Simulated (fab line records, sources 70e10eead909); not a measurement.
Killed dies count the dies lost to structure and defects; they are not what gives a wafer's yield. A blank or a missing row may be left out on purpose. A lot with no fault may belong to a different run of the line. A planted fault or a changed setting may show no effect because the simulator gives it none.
Matching of chambers | flow nandHarc | 4 sister chambers for NHARC_A_CHANNEL_FILL_D1_ALD_02 on aldHk-03
The step deposits SiO2, target thk 6 nm, pulse time 10 s, ald cycles 60. 18 wafers are shown with their chamber, then 9 later ones without.

== WAFERS WITH THEIR CHAMBER ==
wafer  | chamber | heaterPowerW (W) | precursorPulseHeightRel
L078.1 | 3       | 497              | 0.998
L078.4 | 2       | 483              | 0.993
L078.5 | 3       | 486              | 1.008
L076.2 | 2       | 492              | 0.981
L076.3 | 3       | 491              | 1.017
L076.4 | 0       | 426              | 1.007
L079.4 | 1       | 464              | 0.981
L079.5 | 1       | 463              | 1.031
L079.6 | 2       | 487              | 0.997
L083.1 | 3       | 484              | 1.003
L083.3 | 0       | 438              | 0.961
L083.5 | 2       | 498              | 0.992
L089.3 | 1       | 471              | 1.024
L089.4 | 3       | 495              | 1.013
L089.5 | 1       | 470              | 0.955
L091.1 | 1       | 463              | 1.014
L091.3 | 2       | 488              | 1.006
L091.6 | 3       | 490              | 1.027

SIGNATURES, as means of the wafers listed above
reading                 | chamber 0 | chamber 1 | chamber 2 | chamber 3 | scatter within a chamber
heaterPowerW            | 432.00    | 466.20    | 489.60    | 490.50    | 5.27
precursorPulseHeightRel | 0.98400   | 1.00100   | 0.99380   | 1.01100   | 0.0208
Rule: a wafer lies at a distance from a chamber equal to the root of the sum of squares, over the readings, of (its reading less the chamber's mean, divided by the reading's scatter). The wafer belongs to the nearest chamber; if the next one is less than 2 further off, it can't be placed. The scatter is the square root of a quotient: the sum, over the shown wafers, of each reading's squared deviation from its chamber's mean, divided by wafers minus chambers.

== WAFERS WHOSE CHAMBER IS MISSING ==
wafer  | heaterPowerW (W) | precursorPulseHeightRel
L092.1 | 436              | 0.991
L092.2 | 437              | 0.983
L092.6 | 448              | 1.037
L095.4 | 481              | 1.030
L095.5 | 490              | 1.018
L095.6 | 497              | 1.014
L096.1 | 484              | 0.999
L096.2 | 441              | 1.005
L096.5 | 457              | 0.998

== WHICH CHAMBER EACH ONE RAN IN ==
wafer  | from the rows above          | in truth
L092.1 | 0                            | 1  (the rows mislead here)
L092.2 | 0                            | 0
L092.6 | can't be placed: 1 or 0      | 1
L095.4 | can't be placed: 3 or 2 or 1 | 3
L095.5 | can't be placed: 3 or 2      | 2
L095.6 | can't be placed: 3 or 2      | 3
L096.1 | can't be placed: 2 or 3      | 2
L096.2 | 0                            | 0
L096.5 | 1                            | 1
Correct placement for 3 of the 9. These rows do not allow placing 5 (true chamber among the candidates in 5). Number placed wrongly: 1.
